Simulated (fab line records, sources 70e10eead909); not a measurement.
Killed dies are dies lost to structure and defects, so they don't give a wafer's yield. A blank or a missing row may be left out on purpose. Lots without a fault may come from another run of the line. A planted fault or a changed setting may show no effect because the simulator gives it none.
Problem report in the 8D (eight disciplines) form, filled by code | flow nand_harc | the parts of the form that need people (team, actions taken, sign-off) are left out

1. THE PROBLEM
cd_nm at NHARC_P_ZERO_WELL_CD_MEAS_37 reads a mean of 714.6 nm on 12 wafers of 4 lots; wafers without a fault read 720.6 nm with a standard deviation of 1.3. That is -4.6 standard deviations from the usual mean.
The step: target cd 720 nm.
First seen on wafer L790.2, day 6 18:17, on cd_sem-01. The record holds 36 wafers of 12 lots with a number at this step. Rule for "out", or "out of limits": more than 4 standard deviations from the usual mean. The other wafers with a number count as sound.

2. WHAT IT IS AND WHAT IT IS NOT
question                    | is                     | is not
which readings at this step | cd_nm                  | -
which lots                  | L790, L791, L792, L793 | L779, L780, L782, L783, L786, L798, L799, L800
which wafers of those lots  | all that have a number | -
read on which gauges        | cd_sem-01, cd_sem-02   | -
when                        | from day 6 18:17       | up to then (15 sound wafers); but 9 sound wafers of L798, L799, L800 came after

3. SUSPECTS, AND WHAT RULES EACH OUT
Counting: a tool at a process step up to the reading stays a suspect if it ran every lot that is out and no sound lot after the first of them.
- the gauge at NHARC_P_ZERO_WELL_CD_MEAS_37: ruled out. The wafers that are out were read on 2 gauges (cd_sem-01, cd_sem-02).
- krf_scanner-02 at NHARC_P_ZERO_WELL_EXPOSE_34 (exposes mask P PWELL, target cd 720 nm): kept. It ran every lot that is out, first L790 (day 6 18:07), and no sound lot after that; its last sound lot up to then is L786 (day 5 02:01). Its own readings are out on those wafers: exposure_dose_mJ_cm2.
Left after counting: krf_scanner-02 at NHARC_P_ZERO_WELL_EXPOSE_34.

4. THE CAUSE (what the simulator had put in)
Process parameter drift: krf_scanner-02, from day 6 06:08 on, at NHARC_P_ZERO_WELL_EXPOSE_34. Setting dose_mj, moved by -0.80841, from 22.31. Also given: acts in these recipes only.
Counting left only this tool.

5. THE CHAIN OF EFFECTS, in route order
Each row: a reading whose mean over the struck wafers that have a number lies more than 3 standard deviations from the usual. Only readings for which the record gives a usual standard deviation are gone through. hours: the time from each lot's start at the first step in this table that gives one to its start at this step, as a median over the lots. sigmas: the change in usual standard deviations.
hours | step                         | reading              | usual    | on struck wafers | change | sigmas
0     | NHARC_P_ZERO_WELL_EXPOSE_34  | exposure_dose_mJ_cm2 | 22.308   | 21.499           | -0.809 | -40
0     | NHARC_P_ZERO_WELL_CD_MEAS_37 | cd_nm                | 720.6 nm | 714.6            | -6.0   | -4.6
The process steps in it:
- NHARC_P_ZERO_WELL_EXPOSE_34: exposes mask P PWELL, target cd 720 nm.
Later measuring or inspecting steps at which every struck wafer that the step has a row for has a number for every such reading, and none has moved that far: NHARC_P_STI_OVL_MEAS_10.

6. WHAT WOULD HAVE CAUGHT IT SOONER
In this record the first reading out of limits at a measuring or inspecting step was taken at day 6 18:17, 12 hours after the fault began at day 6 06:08.
The tool's own readings at NHARC_P_ZERO_WELL_EXPOSE_34 were out on every struck wafer that the step has a row for (exposure_dose_mJ_cm2): an alarm limit on them would have fired on the first of those.
Of the lots that are out (4), L791, L792, L793 began NHARC_P_ZERO_WELL_EXPOSE_34 on krf_scanner-02 after day 6 18:17. A hold on the tool at that time would have spared those 3.
